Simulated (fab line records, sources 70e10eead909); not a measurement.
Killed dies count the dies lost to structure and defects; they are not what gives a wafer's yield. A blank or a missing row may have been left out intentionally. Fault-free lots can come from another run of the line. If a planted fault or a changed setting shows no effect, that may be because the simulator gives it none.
Matching of chambers	flow nandHarc	4 sister chambers for NHARC_THIN_TSV_DESCUM_35 on rieDiel-12
The step chemistry O2, time 3 s. 4 wafers are shown with their chamber, then 7 later ones without.

WAFERS PAIRED WITH THEIR CHAMBERS
wafer	chamber	drypumpMotorCurrentA (A)
L394.2	3	5.6
L394.3	0	6.1
L397.3	1	5.6
L397.4	2	5.6

WAFERS WITHOUT THEIR CHAMBER
wafer	drypumpMotorCurrentA (A)
L397.5	5.6
L399.1	5.6
L399.3	6.2
L399.6	5.6
L400.1	5.6
L400.4	5.6
L400.5	5.6

WHICH CHAMBER EACH ONE RAN IN
wafer	from the rows above	in truth
L397.5	can't be placed: 1 or 2 or 3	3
L399.1	can't be placed: 1 or 2 or 3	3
L399.3	0	0
L399.6	can't be placed: 1 or 2 or 3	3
L400.1	can't be placed: 1 or 2 or 3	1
L400.4	can't be placed: 1 or 2 or 3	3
L400.5	can't be placed: 1 or 2 or 3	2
Correct placement for 1 of the 7. From these rows, 6 cannot be placed; in 6 the true chamber is one of the candidates. 0 placed wrongly.
How it was worked out, from the rows above alone: a wafer's distance from a chamber is the root of the sum, over the readings, of the square of ((its reading less the chamber's mean) divided by the reading's scatter). The wafer belongs to the nearest chamber; if the next one is less than 2 further off, it can't be placed. Each chamber's mean is taken over the wafers shown for it. The scatter: root of mean squared gap, hidden wafer to nearest shown wafer, with one shown wafer a chamber.
